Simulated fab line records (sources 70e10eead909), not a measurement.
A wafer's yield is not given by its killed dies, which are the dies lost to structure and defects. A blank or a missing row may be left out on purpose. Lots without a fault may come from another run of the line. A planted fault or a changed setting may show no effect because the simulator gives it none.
Matching of chambers || flow nand_harc || NHARC_THIN_TSV_DEP_43 on pecvd-01: 3 sister chambers
The step deposits SiO2, target thk 1328.5 nm. 3 wafers are shown with their chamber, then 9 later ones without.

## WAFERS PAIRED WITH THEIR CHAMBERS
{"wafer": "L700.1", "chamber": 1, "throttle_valve_pct (%)": 16.3}
{"wafer": "L700.2", "chamber": 0, "throttle_valve_pct (%)": 17.2}
{"wafer": "L700.5", "chamber": 2, "throttle_valve_pct (%)": 16.6}

## WAFERS WHOSE CHAMBER IS MISSING
{"wafer": "L701.2", "throttle_valve_pct (%)": 16.3}
{"wafer": "L701.3", "throttle_valve_pct (%)": 16.7}
{"wafer": "L701.6", "throttle_valve_pct (%)": 16.4}
{"wafer": "L707.1", "throttle_valve_pct (%)": 16.3}
{"wafer": "L707.4", "throttle_valve_pct (%)": 16.6}
{"wafer": "L707.5", "throttle_valve_pct (%)": 16.6}
{"wafer": "L708.1", "throttle_valve_pct (%)": 16.8}
{"wafer": "L708.2", "throttle_valve_pct (%)": 16.2}
{"wafer": "L708.3", "throttle_valve_pct (%)": 16.4}

## CHAMBER TAKEN BY EACH
{"wafer": "L701.2", "from the rows above": 1, "in truth": 1}
{"wafer": "L701.3", "from the rows above": 2, "in truth": 2}
{"wafer": "L701.6", "from the rows above": "can't be placed: 1 or 2", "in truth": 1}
{"wafer": "L707.1", "from the rows above": 1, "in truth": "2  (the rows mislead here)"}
{"wafer": "L707.4", "from the rows above": 2, "in truth": 2}
{"wafer": "L707.5", "from the rows above": 2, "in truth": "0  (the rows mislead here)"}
{"wafer": "L708.1", "from the rows above": 2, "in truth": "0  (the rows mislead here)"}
{"wafer": "L708.2", "from the rows above": 1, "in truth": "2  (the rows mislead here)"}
{"wafer": "L708.3", "from the rows above": "can't be placed: 1 or 2", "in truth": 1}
Correct placement for 3 of the 9. Unplaceable from these rows: 2, with the true chamber sitting among the candidates in 2. Placed wrongly: 4.
How it was worked out, from the rows above alone: a wafer's distance from a chamber is the root of the sum, over the readings, of the square of ((its reading less the chamber's mean) divided by the reading's scatter). If the next closest chamber is less than 2 further off than the closest, the wafer can't be placed; otherwise it belongs to the closest. The mean given for a chamber averages the wafers shown for that chamber. The scatter: with one shown wafer a chamber, the root of the mean of the squares of how far each hidden wafer lies from its nearest shown one.
